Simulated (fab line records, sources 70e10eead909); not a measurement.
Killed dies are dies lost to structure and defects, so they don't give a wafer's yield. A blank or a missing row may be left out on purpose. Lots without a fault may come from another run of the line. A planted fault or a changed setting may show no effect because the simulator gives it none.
A struck lot beside a sound one | flow nand_harc | 13 steps out of a route of 1302
Sound: wafers L929.3, L929.4, L929.6. Struck: wafer L922.4. (L922.3 of the same lot was not struck and is left out.) The cause comes at the end.
At each step with rows: each side's tool, then ch and its chambers, then its first start. Under that, the readings that differ: sound wafers | struck wafers | difference of the means | sigmas: that difference in standard deviations of wafers without a fault.
alike: readings whose means differ by less than 2 such deviations, and words and numbers that are the same on both sides. not compared: withheld readings, readings that some wafer has no value for, bounds like >300 that may hide the same value, and numbers for which the record gives no deviation and whose values overlap.
The two part at a step that has a row with sigmas, a row that says differs or no value, or rows on one side only. Numbers that don't overlap but have no deviation are shown without sigmas and don't part them. A reading that every wafer of one side lacks parts them only if that side has two wafers or more.

first, 1 step without rows for these wafers: NHARC_A_SLIT_SRD_20.
NHARC_A_SLIT_CD_MEAS_21:
  sound on cd_sem-01, day 28 04:36; struck on cd_sem-03, day 25 09:04
  alike: cd_nm
then, 3 steps without rows for these wafers: NHARC_A_SIN_REMOVE_WET_00 (chemistry H3PO4, time 15300 s); NHARC_A_SIN_REMOVE_PRECLEAN_01 (cleans in SC1); NHARC_A_SIN_REMOVE_SRD_02.
NHARC_A_SIN_REMOVE_INSPECT_04:
  sound on defect_inspect-02, day 28 11:16; struck on defect_inspect-02, day 25 15:40
  alike: raw_defect_count
NHARC_A_WL_FILL_ALD_00: deposits Al2O3, target thk 3 nm, pulse time 3 s, ald cycles 30.
  sound on ald_hk-02 ch 1,2, day 28 11:22; struck on ald_hk-02 ch 0, day 25 15:46
  reading                    | sound             | struck | difference | sigmas
  precursor_pulse_height_rel | 0.998 0.969 1.014 | 1.034  | +0.040     | +2
  alike: heater_power_w
NHARC_A_WL_FILL_RTA_01: time 5 s.
  sound on rtp_anneal-02 ch 0, day 28 11:40; struck on rtp_anneal-02 ch 0, day 25 16:04
  alike: lamp_power_pct, lamp_zone_1_pct, lamp_zone_7_pct, wafer_temp_C_max
NHARC_A_WL_FILL_ALD_02: deposits TiN, target thk 2 nm, pulse time 3 s, ald cycles 100.
  sound on ald_metal-01 ch 1,2,3, day 28 11:49; struck on ald_metal-02 ch 2, day 25 16:13
  reading                    | sound             | struck | difference | sigmas
  precursor_pulse_height_rel | 0.986 0.977 1.015 | 0.948  | -0.045     | -2
  alike: heater_power_w
NHARC_A_WL_FILL_CVD_03: deposits W, target thk 40 nm, time 279 s.
  sound on cvd_w-01 ch 0,1, day 28 12:22; struck on cvd_w-01 ch 0, day 25 16:46
  alike: heater_power_w, mfc_h2_sccm, throttle_valve_pct
NHARC_A_WL_FILL_ETCHBACK_04: etches the open film in NF3, target depth 60 nm, time 120 s.
  sound on rie_metal-03 ch 0,1, day 28 12:41; struck on rie_metal-01 ch 0, day 25 17:06
  reading               | sound             | struck | difference | sigmas
  oes_product_au (a.u.) | 0.993 1.013 1.009 | 1.233  | +0.228     | +25
  alike: chamber_pressure_mTorr, drypump_motor_current_A, he_backside_leak_sccm
  not compared: rf_hours_counter_h
NHARC_A_WL_FILL_ETCHBACK_05: etches the open film in Cl2/BCl3, target depth 22 nm, time 60 s.
  sound on rie_metal-03 ch 0,1, day 28 12:53; struck on rie_metal-01 ch 1, day 25 17:17
  alike: chamber_pressure_mTorr, drypump_motor_current_A, he_backside_leak_sccm, oes_product_au, temp_c
  not compared: rf_hours_counter_h
-- the record jumps here: 4 days lie between the struck wafers' starts before and after (it left off in module A_WL_FILL and takes up again in module END, whose first step shown is number 1302 of the route) --
NHARC_END_SORT_01:
  sound on prober-02 ch 0, day 33 09:19; struck on prober-02 ch 0, day 29 14:10
  reading         | sound | struck | difference | sigmas
  killed_at_other | 4 2 0 | 0      | -2         | -2
  alike: killed_at_array, killed_at_periphery, killed_dies, killed_open, killed_short

WHERE THEY PART
First at NHARC_A_WL_FILL_ALD_00; last, within this record, at NHARC_END_SORT_01.

WHY: what the simulator had put in
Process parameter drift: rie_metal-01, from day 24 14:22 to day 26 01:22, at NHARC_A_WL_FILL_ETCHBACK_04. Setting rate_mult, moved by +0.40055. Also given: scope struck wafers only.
